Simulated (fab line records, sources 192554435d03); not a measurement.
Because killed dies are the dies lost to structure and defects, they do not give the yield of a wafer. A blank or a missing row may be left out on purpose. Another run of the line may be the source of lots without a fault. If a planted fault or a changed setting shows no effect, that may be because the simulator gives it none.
Matching of chambers -- flow n5Finfet -- 4 sister chambers for N5_BEOL_M14_ETCH_59 on rieDiel-04
The step etches BARC in N2/H2, target depth 89 nm, overetch 26.7 nm, time 67.9 s. 7 wafers are shown with their chamber, then 7 later ones without.

WAFERS, EACH WITH ITS CHAMBER
wafer,chamber,showerheadPlenumPTorr (Torr),drypumpMotorCurrentA (A)
L081.6,1,2.47,5.8
L082.6,3,2.44,5.0
L087.1,3,2.43,5.0
L087.4,2,2.65,5.1
L087.5,0,2.70,5.6
L089.3,0,2.70,5.5
L089.4,2,2.65,5.1

WAFERS WHOSE CHAMBER IS MISSING
wafer,showerheadPlenumPTorr (Torr),drypumpMotorCurrentA (A)
L089.6,2.43,5.1
L090.4,2.65,5.1
L090.5,2.65,5.1
L090.6,2.46,5.8
L094.2,2.65,5.1
L094.4,2.46,5.9
L094.6,2.46,5.8

WHICH CHAMBER EACH ONE RAN IN
wafer,from the rows above,in truth
L089.6,3,3
L090.4,2,2
L090.5,2,2
L090.6,1,1
L094.2,2,2
L094.4,1,1
L094.6,1,1
Correct placement for 7 of the 7. Left unplaced by these rows: 0. 0 placed wrongly.
How it was worked out, from the rows above alone: a wafer's distance from a chamber is the root of the sum, over the readings, of the square of ((its reading less the chamber's mean) divided by the reading's scatter). The wafer belongs to the nearest chamber; if the next one is less than 2 further off, it can't be placed. Each chamber's mean is taken over the wafers shown for it. The scatter is the square root of a quotient: the sum, over the shown wafers, of each reading's squared deviation from its chamber's mean, divided by wafers minus chambers.
